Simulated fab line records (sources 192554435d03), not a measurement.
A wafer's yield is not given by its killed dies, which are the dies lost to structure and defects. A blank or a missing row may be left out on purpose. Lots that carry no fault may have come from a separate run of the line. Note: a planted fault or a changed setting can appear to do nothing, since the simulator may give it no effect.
One fault seen from 3 desks + flow n5-finfet + each desk holds nothing but its own numbers, with what lay behind them at the end

THE TOOL OWNER'S DESK: pecvd-01
The tool's own readings at N5_BEOL_M14_ILD_DEP_00 (deposits SiO2 from TEOS/O2, target thk 1119.3 nm, time 237.4 s): means of the sampled wafers that have a number, for each lot that ran on this tool. Any lot whose mean is over 4 standard deviations away from the usual mean is out of limits and marked OUT; that distance is given in the brackets.
Columns: A = heater-power-w at N5_BEOL_M14_ILD_DEP_00, usual 494 W; B = run-length-s at N5_BEOL_M14_ILD_DEP_00, usual 280.5 s; C = showerhead-plenum-p-Torr at N5_BEOL_M14_ILD_DEP_00, usual 8.36 Torr; D = throttle-valve-pct at N5_BEOL_M14_ILD_DEP_00, usual 18.6 %
| lot  | first seen here | A   | B                | C    | D    |
|------|-----------------|-----|------------------|------|------|
| L833 | day 13 01:34    | 421 | 279.9            | 8.34 | 17.9 |
| L840 | day 14 12:49    | 516 | 280.0            | 8.36 | 17.6 |
| L847 | day 17 04:08    | 459 | 276.0 (-6.5) OUT | 8.37 | 17.7 |
| L852 | day 18 17:01    | 522 | 275.5 (-7.2) OUT | 8.34 | 18.1 |
This desk's finding: out of limits on L847, L852; first on L847, day 17 04:08 (run-length-s at N5_BEOL_M14_ILD_DEP_00). L833, L840: within limits.

FROM THE METROLOGY DESK
What the gauges read, lot by lot, whatever tool the lot ran on: means of the sampled wafers that have a number. Any lot whose mean is over 4 standard deviations away from the usual mean is out of limits and marked OUT; that distance is given in the brackets.
Columns: A = M14_ILD_THK at N5_BEOL_M14_THK_MEAS_01, usual 1114 nm; B = cd-nm at N5_BEOL_M14_CD_MEAS_10, usual 249.9 nm
| lot  | first seen here | A    | B     |
|------|-----------------|------|-------|
| L833 | day 13 01:46    | 1110 | 250.5 |
| L836 | day 13 16:31    | 1123 | 248.5 |
| L839 | day 13 20:35    | 1122 | 248.2 |
| L838 | day 14 01:18    | 1116 | 251.3 |
| L837 | day 14 12:41    | 1120 | 250.2 |
| L840 | day 14 13:01    | 1106 | 249.0 |
| L847 | day 17 04:20    | 1087 | 249.0 |
| L852 | day 18 17:12    | 1103 | 250.7 |
| L854 | day 18 17:23    | 1115 | 249.1 |
| L853 | day 18 17:40    | 1111 | 250.6 |
This desk found nothing out of limits on any of the 10 lots.

THE DEFECT DESK
Per lot, the means of the sampled wafers with a number show what the inspections along the route counted. Any lot whose mean is over 4 standard deviations away from the usual mean is out of limits and marked OUT; that distance is given in the brackets.
Columns: A = raw-defect-count at N5_BEOL_M13_INSPECT_55, usual 67
| lot  | first seen here | A  |
|------|-----------------|----|
| L833 | day 13 01:32    | 67 |
| L836 | day 13 16:17    | 80 |
| L839 | day 13 20:22    | 70 |
| L838 | day 14 01:05    | 62 |
| L837 | day 14 12:28    | 47 |
| L840 | day 14 12:47    | 68 |
| L847 | day 17 04:06    | 70 |
| L852 | day 18 16:58    | 60 |
| L854 | day 18 17:10    | 57 |
| L853 | day 18 17:26    | 76 |
This desk found nothing out of limits on any of the 10 lots.

PUT TOGETHER
At day 17 04:08, on L847, L852, the tool owner's desk was in a position to raise an alarm.
Nothing out of limits was seen by the metrology desk.
The defect desk saw nothing out of limits.
The metrology desk holds a record of L847, L852, inside its limits.
The defect desk has L847, L852 on record, within its limits.
All the named lots went through N5_BEOL_M14_ILD_DEP_00 on pecvd-01.

WHAT HAD BEEN PUT IN BY THE SIMULATOR
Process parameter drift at N5_BEOL_M14_ILD_DEP_00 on pecvd-01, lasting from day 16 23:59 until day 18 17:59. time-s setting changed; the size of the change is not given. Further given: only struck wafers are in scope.
Lots struck among those shown: L847, L852.
Hours from the fault's start to each desk's first reading out of limits: the tool owner's desk, 4.
